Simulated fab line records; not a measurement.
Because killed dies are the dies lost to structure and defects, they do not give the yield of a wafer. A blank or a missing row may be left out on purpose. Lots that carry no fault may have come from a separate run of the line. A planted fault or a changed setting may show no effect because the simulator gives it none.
Struck lot and sound lot, side by side / flow nand_harc / 41 steps out of a route of 1159
Sound: wafers L317.1, L317.3, L317.4. The struck wafers were L321.1, L321.3, L321.6. The cause is given at the end.
For every step that has rows: the tool of each side, followed by ch and its chambers, followed by its first start. Under that, the readings that differ: sound wafers / struck wafers / difference of the means / sigmas: that difference in standard deviations of wafers without a fault.
alike: readings whose means differ by less than 2 such deviations, and words and numbers that are the same on both sides. not compared: withheld readings, readings that some wafer has no value for, bounds like >300 that may hide the same value, and numbers for which the record gives no deviation and whose values overlap.
The two part at a step that has a row with sigmas, a row that says differs or no value, or rows on one side only. Numbers that don't overlap but have no deviation are shown without sigmas and don't part them. Lack of a reading on every wafer of one side parts them only where that side has two or more wafers.

first, 11 steps without rows for these wafers: NHARC_P_ZERO_WELL_DEHYDRATE_03 (time 120 s); NHARC_P_ZERO_WELL_HMDS_04 (time 30 s); NHARC_P_ZERO_WELL_COAT_64 (time 65 s); NHARC_P_ZERO_WELL_COAT_05 (resist thk 600 nm); NHARC_P_ZERO_WELL_SOFTBAKE_06 (time 70 s); NHARC_P_ZERO_WELL_EBR_07; NHARC_P_ZERO_WELL_EXPOSE_08 (exposes mask P ZERO, target cd 500 nm); NHARC_P_ZERO_WELL_PEB_09 (peb time 80 s); NHARC_P_ZERO_WELL_DEVELOP_10 (time 50 s); NHARC_P_ZERO_WELL_HARDBAKE_12 (time 65 s); NHARC_P_ZERO_WELL_DESCUM_13 (chemistry O2, time 3 s).
NHARC_P_ZERO_WELL_ETCH_65: etches the open film in N2/H2, target depth 80 nm, overetch 24 nm, time 87.88 s.
  sound on rie_diel-07 ch 0,1,3, day 4 13:30; struck on rie_diel-07 ch 0,1,2, day 5 13:29
  alike: drypump_motor_current_A, oes_product_au, rf_vpp_V, showerhead_plenum_p_Torr, throttle_valve_pct
  not compared: rf_hours_counter_h
then, 27 steps without rows for these wafers: NHARC_P_ZERO_WELL_ETCH_62 (etches the open film in CHF3/Ar, target depth 13 nm, time 6.5 s); NHARC_P_ZERO_WELL_ETCH_63 (etches the open film in HBr/Cl2, target depth 120 nm, time 40.1 s); NHARC_P_ZERO_WELL_STRIP_15 (strips in SPM, time 900 s); NHARC_P_ZERO_WELL_DEHYDRATE_16 (time 120 s); NHARC_P_ZERO_WELL_HMDS_17 (time 30 s); NHARC_P_ZERO_WELL_COAT_18; NHARC_P_ZERO_WELL_SOFTBAKE_19 (time 95 s); NHARC_P_ZERO_WELL_EBR_20; NHARC_P_ZERO_WELL_EXPOSE_21 (exposes mask P NWELL, target cd 720 nm); NHARC_P_ZERO_WELL_PEB_22 (peb time 85 s); NHARC_P_ZERO_WELL_DEVELOP_23 (time 70 s); NHARC_P_ZERO_WELL_HARDBAKE_25 (time 80 s); NHARC_P_ZERO_WELL_DESCUM_26 (chemistry O2, time 3 s); NHARC_P_ZERO_WELL_IMPLANT_27; NHARC_P_ZERO_WELL_IMPLANT_57; NHARC_P_ZERO_WELL_IMPLANT_58; NHARC_P_ZERO_WELL_STRIP_28 (strips in SPM, time 840 s); NHARC_P_ZERO_WELL_DEHYDRATE_29 (time 120 s); NHARC_P_ZERO_WELL_HMDS_30 (time 30 s); NHARC_P_ZERO_WELL_COAT_31; NHARC_P_ZERO_WELL_SOFTBAKE_32 (time 95 s); NHARC_P_ZERO_WELL_EBR_33; NHARC_P_ZERO_WELL_EXPOSE_34 (exposes mask P PWELL, target cd 720 nm); NHARC_P_ZERO_WELL_PEB_35 (peb time 85 s); NHARC_P_ZERO_WELL_DEVELOP_36 (time 70 s); NHARC_P_ZERO_WELL_HARDBAKE_38 (time 80 s); NHARC_P_ZERO_WELL_DESCUM_39 (chemistry O2, time 3 s).
NHARC_P_ZERO_WELL_INSPECT_43:
  sound on defect_inspect-02 at day 4 19:29; struck on defect_inspect-01 at day 5 19:20
reading=raw_defect_count; sound=3 2 18; struck=901 889 888; difference=+885; sigmas=+99 or more
-- record jumps: 18 days between struck wafers' starts before vs after; left off in module P_ZERO_WELL, resumes in module END, first step shown is number 1159 of the route --
NHARC_END_SORT_01:
  at this point the record logs the struck wafers (prober-02 ch 0, day 23 19:12) and has no rows for the sound ones

== WHERE THEY PART ==
First at NHARC_P_ZERO_WELL_INSPECT_43; last, within this record, at NHARC_END_SORT_01.

WHY: whatever the simulator had introduced
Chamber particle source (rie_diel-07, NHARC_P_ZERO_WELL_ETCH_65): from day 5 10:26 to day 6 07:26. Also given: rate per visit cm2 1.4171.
